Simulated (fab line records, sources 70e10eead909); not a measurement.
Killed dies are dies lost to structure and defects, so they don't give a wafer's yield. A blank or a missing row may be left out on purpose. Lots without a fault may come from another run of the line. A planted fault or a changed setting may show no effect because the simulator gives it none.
Which tool did it? | flow nand_harc | 24 lots, 72 wafers sampled, at 5 steps of a route of 1159

WHAT THE GAUGES READ, wafer by wafer
NHARC_A_SLIT_OVL_MEAS_10. Usual: overlay_x_nm -0.3 nm, standard deviation 1.2; overlay_y_nm 0.0 nm, standard deviation 0.89.
lot  | measured     | on         | overlay_x_nm (nm) | overlay_y_nm (nm) | flag
L075 | day 13 22:49 | overlay-02 | 1.8 1.2 1.5       | 1.4 1.4 1.2       |
L074 | day 14 03:49 | overlay-02 | 0.1 -0.2 0.4      | -0.6 -0.6 -0.9    |
L077 | day 14 18:55 | overlay-02 | -0.7 -1.0 -1.2    | -1.7 -1.4 -1.2    |
L078 | day 14 19:04 | overlay-01 | 0.5 0.2 1.0       | -0.1 -0.4 -0.2    |
L076 | day 14 19:13 | overlay-02 | 0.4 0.8 0.6       | 0.0 0.4 0.5       |
L079 | day 15 16:04 | overlay-01 | 1.4 0.8 0.9       | 0.2 0.2 0.6       |
L080 | day 15 16:35 | overlay-02 | 1.1 0.1 0.7       | 0.1 0.2 -0.1      |
L081 | day 16 06:18 | overlay-02 | -0.6 -1.1 -0.6    | -0.5 -0.3 -0.4    |
L082 | day 16 12:47 | overlay-01 | 1.2 0.8 0.7       | -0.7 -0.9 0.2     |
L084 | day 16 20:13 | overlay-01 | -1.8 -1.7 -1.9    | 1.1 1.1 1.0       |
L085 | day 16 20:34 | overlay-01 | -0.6 -1.3 -0.9    | -0.7 -1.0 -0.9    |
L083 | day 16 21:52 | overlay-02 | -0.9 -1.5 -1.3    | 0.9 1.0 0.5       |
L088 | day 17 16:20 | overlay-01 | -0.5 -0.2 -0.6    | -1.2 -1.3 -1.3    |
L086 | day 17 16:10 | overlay-02 | 0.3 0.7 0.0       | 0.6 1.0 0.5       |
L087 | day 17 18:08 | overlay-02 | 1.5 1.4 1.7       | -0.4 -0.4 -0.7    |
L089 | day 18 06:00 | overlay-01 | -0.8 -0.5 -1.2    | -0.3 -0.8 -0.3    |
L090 | day 18 12:33 | overlay-02 | 0.7 1.2 0.4       | -0.5 0.2 -0.4     |
L091 | day 18 17:51 | overlay-02 | -1.4 -1.7 -1.5    | 1.0 0.4 1.0       |
L092 | day 18 19:08 | overlay-01 | -0.7 -0.4 -0.7    | -0.9 0.2 0.2      |
L093 | day 19 05:26 | overlay-02 | -0.6 -0.9 0.0     | 0.0 -0.7 -0.4     |
L094 | day 19 14:15 | overlay-01 | -0.1 0.4 0.2      | 2.0 2.0 2.2       |
L095 | day 19 16:56 | overlay-02 | -2.9 -3.4 -3.0    | -1.2 -1.6 -1.5    |
L096 | day 19 17:17 | overlay-01 | -0.5 -0.6 -1.1    | 1.0 1.3 1.9       |
L097 | day 20 16:25 | overlay-02 | -1.8 -2.3 -1.7    | 0.0 0.8 0.3       |

NHARC_A_SIN_REMOVE_INSPECT_04. Usual: raw_defect_count 310, standard deviation 79.
lot  | measured     | on                | raw_defect_count | flag
L075 | day 14 17:52 | defect_inspect-02 | 243 246 366      |
L074 | day 14 17:52 | defect_inspect-01 | 351 298 229      |
L077 | day 15 06:14 | defect_inspect-02 | 344 412 299      |
L078 | day 15 06:14 | defect_inspect-01 | 354 425 384      |
L076 | day 15 06:17 | defect_inspect-02 | 353 358 323      |
L079 | day 16 03:39 | defect_inspect-01 | 217 186 256      |
L080 | day 16 03:42 | defect_inspect-01 | 368 433 297      |
L081 | day 16 20:19 | defect_inspect-02 | 388 302 276      |
L082 | day 17 00:57 | defect_inspect-01 | 342 285 566      |
L084 | day 17 07:25 | defect_inspect-01 | 234 292 217      |
L085 | day 17 07:22 | defect_inspect-01 | 313 208 320      |
L083 | day 17 11:51 | defect_inspect-02 | 211 245 382      |
L088 | day 18 03:22 | defect_inspect-02 | 325 277 288      |
L086 | day 18 03:25 | defect_inspect-02 | 252 195 291      |
L087 | day 18 03:22 | defect_inspect-01 | 277 491 251      |
L089 | day 18 17:22 | defect_inspect-02 | 272 431 201      |
L090 | day 18 23:47 | defect_inspect-01 | 301 316 345      |
L091 | day 19 07:19 | defect_inspect-01 | 344 221 280      |
L092 | day 19 07:19 | defect_inspect-02 | 367 535 588      |
L093 | day 19 17:24 | defect_inspect-02 | 376 307 436      |
L094 | day 20 01:25 | defect_inspect-02 | 240 263 309      |
L095 | day 20 06:12 | defect_inspect-01 | 254 408 266      |
L096 | day 20 06:12 | defect_inspect-02 | 269 374 268      |
L097 | day 21 06:31 | defect_inspect-01 | 244 186 341      |

WHICH TOOL RAN EACH LOT (tool, then ch and the chambers of the sampled wafers, then the start)
lot  | NHARC_A_SLIT_DEP_25             | NHARC_A_SLIT_ETCH_17             | NHARC_A_SLIT_ETCH_26
L075 | pecvd-01 ch 1,2, day 13 18:27   | har_etch-02 ch 0,1, day 14 07:49 | har_etch-02 ch 0,1, day 14 09:04
L074 | pecvd-03 ch 0,2, day 13 23:24   | har_etch-01 ch 0, day 14 10:15   | har_etch-01 ch 0, day 14 11:31
L077 | pecvd-03 ch 0,1,2, day 14 15:53 | har_etch-01 ch 0,1, day 14 20:02 | har_etch-01 ch 0,1, day 14 21:19
L078 | pecvd-01 ch 0,1,2, day 14 15:58 | har_etch-02 ch 0,1, day 14 20:14 | har_etch-02 ch 0,1, day 14 21:29
L076 | pecvd-02 ch 0,1, day 14 16:11   | har_etch-01 ch 0,1, day 14 21:29 | har_etch-01 ch 0,1, day 14 22:58
L079 | pecvd-01 ch 0,1,2, day 15 12:22 | har_etch-01 ch 0,1, day 15 17:11 | har_etch-01 ch 0,1, day 15 18:26
L080 | pecvd-02 ch 1,2, day 15 12:27   | har_etch-02 ch 0,1, day 15 17:41 | har_etch-02 ch 0,1, day 15 18:58
L081 | pecvd-03 ch 0,2, day 16 02:10   | har_etch-01 ch 0,1, day 16 09:56 | har_etch-01 ch 0,1, day 16 11:25
L082 | pecvd-02 ch 0,1, day 16 09:40   | har_etch-02 ch 0,1, day 16 14:49 | har_etch-02 ch 0,1, day 16 16:05
L084 | pecvd-03 ch 0,2, day 16 15:43   | har_etch-02 ch 0,1, day 16 21:05 | har_etch-02 ch 0,1, day 16 22:35
L085 | pecvd-01 ch 0,1, day 16 15:46   | har_etch-01 ch 0,1, day 16 23:43 | har_etch-01 ch 0,1, day 17 01:11
L083 | pecvd-02 ch 0,1,2, day 16 15:50 | har_etch-01 ch 0,1, day 17 01:23 | har_etch-01 ch 0,1, day 17 02:54
L088 | pecvd-01 ch 0,1, day 17 13:04   | har_etch-01 ch 0,1, day 17 17:12 | har_etch-01 ch 0,1, day 17 18:41
L086 | pecvd-02 ch 0,1,2, day 17 13:09 | har_etch-02 ch 1, day 17 17:02   | har_etch-02 ch 1, day 17 18:32
L087 | pecvd-03 ch 1,2, day 17 13:17   | har_etch-02 ch 0,1, day 17 19:30 | har_etch-02 ch 0,1, day 17 20:33
L089 | pecvd-01 ch 1,2, day 18 01:37   | har_etch-01 ch 0,1, day 18 07:37 | har_etch-01 ch 0,1, day 18 08:28
L090 | pecvd-02 ch 0,1, day 18 09:35   | har_etch-02 ch 0, day 18 13:41   | har_etch-02 ch 0, day 18 14:56
L091 | pecvd-03 ch 1,2, day 18 13:32   | har_etch-01 ch 0,1, day 18 21:11 | har_etch-01 ch 0,1, day 18 22:28
L092 | pecvd-03 ch 0,1, day 18 13:46   | har_etch-01 ch 0,1, day 18 22:37 | har_etch-01 ch 0,1, day 19 00:07
L093 | pecvd-03 ch 1,2, day 19 02:32   | har_etch-02 ch 0,1, day 19 07:19 | har_etch-02 ch 0,1, day 19 08:36
L094 | pecvd-02 ch 0,1,2, day 19 10:21 | har_etch-01 ch 0,1, day 19 15:23 | har_etch-01 ch 0,1, day 19 16:38
L095 | pecvd-02 ch 0,1,2, day 19 13:33 | har_etch-02 ch 0,1, day 19 17:48 | har_etch-02 ch 0,1, day 19 19:18
L096 | pecvd-01 ch 0,2, day 19 13:44   | har_etch-01 ch 0,1, day 19 18:10 | har_etch-01 ch 0,1, day 19 19:40
L097 | pecvd-01 ch 0,2, day 20 11:34   | har_etch-02 ch 0,1, day 20 21:11 | har_etch-02 ch 0,1, day 20 22:28
- NHARC_A_SLIT_DEP_25: deposits SiO2, target thk 200 nm.
- NHARC_A_SLIT_ETCH_17: etches the open film in C4F8/O2/Ar, time 1687.5 s, target depth 10100 nm.
- NHARC_A_SLIT_ETCH_26: etches the open film in C4F8/O2/Ar, time 90 s, target depth 400 nm.

WHAT THE TOOLS THEMSELVES READ (means of the sampled wafers that have a number; where no wafer has one, the mark that the record gives instead)
NHARC_A_SLIT_DEP_25. Usual: heater_power_outer_w 310 W, standard deviation 57; heater_power_w 566 W, standard deviation 62; throttle_valve_pct 15.9 %, standard deviation 0.61.
lot  | tool     | heater_power_outer_w (W) | heater_power_w (W) | throttle_valve_pct (%) | flag
L075 | pecvd-01 | 273                      | 536                | 15.3                   |
L074 | pecvd-03 | 266                      | 572                | 15.9                   |
L077 | pecvd-03 | 275                      | 542                | 16.1                   |
L078 | pecvd-01 | 303                      | 561                | 16.0                   |
L076 | pecvd-02 | 367                      | 577                | 15.6                   |
L079 | pecvd-01 | 308                      | 576                | 15.9                   |
L080 | pecvd-02 | 343                      | 585                | 15.4                   |
L081 | pecvd-03 | 236                      | 520                | 16.1                   |
L082 | pecvd-02 | 371                      | 592                | 15.4                   |
L084 | pecvd-03 | 294                      | 584                | 16.1                   |
L085 | pecvd-01 | 302                      | 553                | 16.2                   |
L083 | pecvd-02 | 396                      | 626                | 15.3                   |
L088 | pecvd-01 | 301                      | 546                | 16.9                   |
L086 | pecvd-02 | 333                      | 561                | 15.4                   |
L087 | pecvd-03 | 297                      | 579                | 16.1                   |
L089 | pecvd-01 | 270                      | 538                | 15.5                   |
L090 | pecvd-02 | 381                      | 597                | 15.5                   |
L091 | pecvd-03 | 302                      | 596                | 16.2                   |
L092 | pecvd-03 | 323                      | 611                | 16.3                   |
L093 | pecvd-03 | 298                      | 565                | 16.4                   |
L094 | pecvd-02 | 352                      | 583                | 15.6                   |
L095 | pecvd-02 | 363                      | 606                | 15.5                   |
L096 | pecvd-01 | 256                      | 503                | 16.7                   |
L097 | pecvd-01 | 232                      | 478                | 16.5                   |

NHARC_A_SLIT_ETCH_17. Usual: drypump_motor_current_A 5.5 A, standard deviation 0.37; showerhead_plenum_p_Torr 3.72 Torr, standard deviation 0.071; throttle_valve_pct 32.047 %, standard deviation 0.0097.
lot  | tool        | drypump_motor_current_A (A) | showerhead_plenum_p_Torr (Torr) | throttle_valve_pct (%) | flag
L075 | har_etch-02 | 5.7                         | 3.67                            | 32.054                 |
L074 | har_etch-01 | 5.0                         | 3.80                            | 32.044                 |
L077 | har_etch-01 | 5.2                         | 3.80                            | 32.036                 |
L078 | har_etch-02 | 5.6                         | 3.66                            | 32.044                 |
L076 | har_etch-01 | 5.2                         | 3.80                            | 32.050                 |
L079 | har_etch-01 | 5.5                         | 3.80                            | 32.045                 |
L080 | har_etch-02 | 5.7                         | 3.66                            | 32.037                 |
L081 | har_etch-01 | 5.2                         | 3.79                            | 32.041                 |
L082 | har_etch-02 | 5.7                         | 3.65                            | 32.045                 |
L084 | har_etch-02 | 5.7                         | 3.65                            | 32.049                 |
L085 | har_etch-01 | 5.3                         | 3.79                            | 32.049                 |
L083 | har_etch-01 | 5.5                         | 3.79                            | 32.039                 |
L088 | har_etch-01 | 5.5                         | 3.78                            | 32.039                 |
L086 | har_etch-02 | 5.9                         | 3.64                            | 32.044                 |
L087 | har_etch-02 | 5.7                         | 3.65                            | 32.051                 |
L089 | har_etch-01 | 5.5                         | 3.78                            | 32.054                 |
L090 | har_etch-02 | 5.6                         | 3.65                            | 32.055                 |
L091 | har_etch-01 | 5.2                         | 3.78                            | 32.058                 |
L092 | har_etch-01 | 5.5                         | 3.78                            | 32.049                 |
L093 | har_etch-02 | 5.8                         | 3.63                            | 32.055                 |
L094 | har_etch-01 | 5.5                         | 3.77                            | 32.041                 |
L095 | har_etch-02 | 5.7                         | 3.64                            | 32.041                 |
L096 | har_etch-01 | 5.5                         | 3.77                            | 32.046                 |
L097 | har_etch-02 | 5.8                         | 3.62                            | 32.047                 |

NHARC_A_SLIT_ETCH_26. Usual: drypump_motor_current_A 5.5 A, standard deviation 0.37; showerhead_plenum_p_Torr 3.76 Torr, standard deviation 0.073; throttle_valve_pct 27.619 %, standard deviation 0.0083.
lot  | tool        | drypump_motor_current_A (A) | showerhead_plenum_p_Torr (Torr) | throttle_valve_pct (%) | flag
L075 | har_etch-02 | 5.7                         | 3.70                            | 27.618                 |
L074 | har_etch-01 | 5.0                         | 3.84                            | 27.622                 |
L077 | har_etch-01 | 5.3                         | 3.84                            | 27.611                 |
L078 | har_etch-02 | 5.7                         | 3.70                            | 27.623                 |
L076 | har_etch-01 | 5.2                         | 3.83                            | 27.608                 |
L079 | har_etch-01 | 5.5                         | 3.83                            | 27.626                 |
L080 | har_etch-02 | 5.7                         | 3.69                            | 27.613                 |
L081 | har_etch-01 | 5.3                         | 3.83                            | 27.619                 |
L082 | har_etch-02 | 5.7                         | 3.69                            | 27.615                 |
L084 | har_etch-02 | 5.7                         | 3.69                            | 27.619                 |
L085 | har_etch-01 | 5.3                         | 3.82                            | 27.620                 |
L083 | har_etch-01 | 5.5                         | 3.82                            | 27.627                 |
L088 | har_etch-01 | 5.5                         | 3.82                            | 27.622                 |
L086 | har_etch-02 | 5.9                         | 3.67                            | 27.619                 |
L087 | har_etch-02 | 5.7                         | 3.68                            | 27.616                 |
L089 | har_etch-01 | 5.5                         | 3.82                            | 27.610                 |
L090 | har_etch-02 | 5.6                         | 3.68                            | 27.620                 |
L091 | har_etch-01 | 5.2                         | 3.81                            | 27.622                 |
L092 | har_etch-01 | 5.5                         | 3.81                            | 27.617                 |
L093 | har_etch-02 | 5.8                         | 3.66                            | 27.615                 |
L094 | har_etch-01 | 5.5                         | 3.81                            | 27.616                 |
L095 | har_etch-02 | 5.7                         | 3.67                            | 27.618                 |
L096 | har_etch-01 | 5.5                         | 3.81                            | 27.627                 |
L097 | har_etch-02 | 5.8                         | 3.65                            | 27.616                 |

THE ANSWER, worked out from the rows above alone
Rule: a lot is off if the mean of its wafers that have a number lies more than 3 standard deviations from the usual mean. A lot without any number at a reading at which 4 lots or more have one is off too. The other lots that the step has rows for count as sound. The gauges are gone through in route order, then the tools' own readings, and for those a lot's mean is taken as printed above. The first step at which some lot is off is used, and at that step the reading that is off furthest; a lot without a number counts as furthest.
No lot is off at any reading shown: from this, nothing can be told.

WHAT THE SIMULATOR HAD PUT IN
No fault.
